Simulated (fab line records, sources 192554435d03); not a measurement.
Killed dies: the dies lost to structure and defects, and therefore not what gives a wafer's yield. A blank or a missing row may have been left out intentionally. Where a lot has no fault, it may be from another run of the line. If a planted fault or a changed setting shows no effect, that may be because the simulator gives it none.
Chamber matching	flow n5Finfet	cmp-01 running N5_SDB_CMP_30: 4 sister chambers
The step polishes, stops on poly-Si, t overpolish 1.54 s, target thk 30 nm. 7 wafers are shown with their chamber, then 7 later ones without.

== EACH WAFER AND ITS CHAMBER ==
wafer	chamber	motorCurrentA (A)	timeToEndpointS (s)
L074.5	0	11.3	13.7
L075.3	3	12.7	16.8
L077.3	3	13.7	16.2
L087.5	1	12.9	13.7
L087.6	2	12.0	18.3
L090.1	1	13.4	15.7
L090.4	2	11.5	19.8

== WAFERS WHOSE CHAMBER IS MISSING ==
wafer	motorCurrentA (A)	timeToEndpointS (s)
L090.5	13.4	18.8
L094.3	13.1	16.3
L094.4	13.8	14.6
L094.6	11.5	12.1
L096.1	11.4	8.1
L096.2	11.8	16.9
L096.4	13.1	14.2

== WHICH CHAMBER EACH WENT THROUGH ==
wafer	from the rows above	in truth
L090.5	can't be placed: 3 or 2 or 1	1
L094.3	can't be placed: 3 or 1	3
L094.4	can't be placed: 1 or 3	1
L094.6	0	0
L096.1	can't be placed: 0 or 1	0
L096.2	can't be placed: 2 or 3 or 0 or 1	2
L096.4	can't be placed: 1 or 3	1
1 of 7 placed correctly. Can't be placed from these rows: 6 (the true chamber is among the candidates in 6). Placed wrongly: 0.
How it was worked out, from the rows above alone: a wafer's distance from a chamber is the root of the sum, over the readings, of the square of ((its reading less the chamber's mean) divided by the reading's scatter). If the next closest chamber is less than 2 further off than the closest, the wafer can't be placed; otherwise it belongs to the closest. For every chamber, the mean is computed from those of its wafers that are shown. The scatter: take each reading less its chamber's mean, square it, sum over the shown wafers, divide by the number of wafers less the number of chambers, and take the root.
